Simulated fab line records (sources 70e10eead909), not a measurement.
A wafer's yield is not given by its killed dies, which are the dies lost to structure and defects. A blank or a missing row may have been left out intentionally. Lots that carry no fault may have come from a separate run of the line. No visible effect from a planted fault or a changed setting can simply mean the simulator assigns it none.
Comparing a struck lot with a sound one    flow nand_harc    17 steps out of a route of 1302
Sound: the wafers L933.3, L933.4, L933.6. Struck: wafer L928.2. (L928.3, L928.6 of the same lot were not struck and are left out.) The cause comes at the end.
Each step with rows lists, per side, the tool, then ch with its chambers, then its first start. Under that, the readings that differ: sound wafers    struck wafers    difference of the means    sigmas: that difference in standard deviations of wafers without a fault.
alike: words and numbers the same on both sides, and readings whose means are apart by under 2 such deviations; not compared: readings that were withheld, readings missing a value for some wafer, numbers with overlapping values and no deviation given by the record, and bounds like >300 which may hide the same value.
A row with sigmas, a row that says differs or no value, or rows on one side alone: a step with any of these is where the two part. When numbers do not overlap yet have no deviation, they are printed without sigmas and do not part them. A reading missing from all wafers of one side parts the sides only when that side holds two or more wafers.

NHARC_A_M0_OVL_MEAS_10: pitch 160 nm.
  sound on overlay-01 at day 30 21:05; struck on overlay-02 at day 28 19:23
reading            sound           struck  difference  sigmas
overlay_y_nm (nm)  -1.1 -1.0 -1.0  0.7     +1.7        +2
  alike: overlay_x_nm
NHARC_A_M0_INSPECT_11:
  sound on defect_inspect-01 at day 30 21:07; struck on defect_inspect-01 at day 28 19:26
  alike: raw_defect_count
then, 1 step without rows for these wafers: NHARC_A_M0_DESCUM_14 (chemistry O2, time 3 s).
NHARC_A_M0_ETCH_34: etches the open film in N2/H2, target depth 40 nm, overetch 12 nm, time 43.94 s.
  sound on rie_diel-10 ch 1,2, day 30 21:16; struck on rie_diel-10 ch 1, day 28 19:34
  alike: chamber_pressure_mTorr, drypump_motor_current_A, h2_flow_sccm, oes_product_au, rf_vpp_V, showerhead_plenum_p_Torr, throttle_valve_pct
  not compared: rf_hours_counter_h
NHARC_A_M0_ETCH_15: etches the open film in C4F8/Ar, target depth 150 nm, overetch 15 nm, time 82.5 s.
  sound on rie_diel-10 ch 1,2,3; struck on rie_diel-10 ch 3
  alike: chamber_pressure_mTorr, oes_product_au, rf_vpp_V
  not compared: rf_hours_counter_h
NHARC_A_M0_CD_MEAS_16:
  sound on cd_sem-01 at day 30 21:29; struck on cd_sem-03 at day 28 19:47
  alike: cd_nm
then, 2 steps without rows for these wafers: NHARC_A_M0_STRIP_18 (strips in N2/H2); NHARC_A_M0_STRIP_19 (strips in post etch residue remover, time 600 s).
NHARC_A_M0_DEGAS_28: time 60 s.
  sound on pvd_sputter-02 at day 30 22:07; struck on pvd_sputter-02 at day 28 20:25
  alike: heater_power_w
  not compared: susceptor_temp_C
then, 1 step without rows for these wafers: NHARC_A_M0_PRE_CLEAN_29 (time 30 s).
NHARC_A_M0_PVD_20: deposits TaN, target thk 5 nm, time 8.06 s.
  sound on pvd_sputter-02; struck on pvd_sputter-02
reading                 sound           struck  difference  sigmas
throttle_valve_pct (%)  28.0 28.4 28.5  31.1    +2.8        +3
NHARC_A_M0_PVD_21: deposits Cu, target thk 30 nm, time 20.49 s.
  sound on pvd_sputter-02; struck on pvd_sputter-02
reading                 sound           struck  difference  sigmas
throttle_valve_pct (%)  28.1 31.4 27.9  31.3    +2.2        +2
NHARC_A_M0_ECD_22: material Cu, target thk 400 nm.
  sound on ecd_cu-01 ch 0,1, day 30 22:34; struck on ecd_cu-02 ch 0, day 28 20:49
  alike: bath_heat_duty_pct
then, 1 step without rows for these wafers: NHARC_A_M0_ANNEAL_30 (time 90 s).
NHARC_A_M0_CMP_23: polishes, t overpolish 20 s, target thk 113.75 nm.
  sound on cmp-03 ch 0,1, day 30 23:11; struck on cmp-03 ch 1, day 28 21:29
reading                 sound     struck  difference  sigmas
time_to_endpoint_s (s)  26 27 24  16      -10         -3
  alike: motor_current_A
NHARC_A_M0_THK_MEAS_24: measures by xrf.
  sound on film_metro-02 at day 30 23:30; struck on film_metro-01 at day 28 21:48
  alike: thk_nm
then, 1 step without rows for these wafers: NHARC_END_SORT_01.

## WHERE THEY PART
First at NHARC_A_M0_OVL_MEAS_10; last, within this record, at NHARC_A_M0_CMP_23. Later steps at which nothing parts them and some readings are alike: NHARC_A_M0_THK_MEAS_24.

WHY: whatever the simulator had introduced
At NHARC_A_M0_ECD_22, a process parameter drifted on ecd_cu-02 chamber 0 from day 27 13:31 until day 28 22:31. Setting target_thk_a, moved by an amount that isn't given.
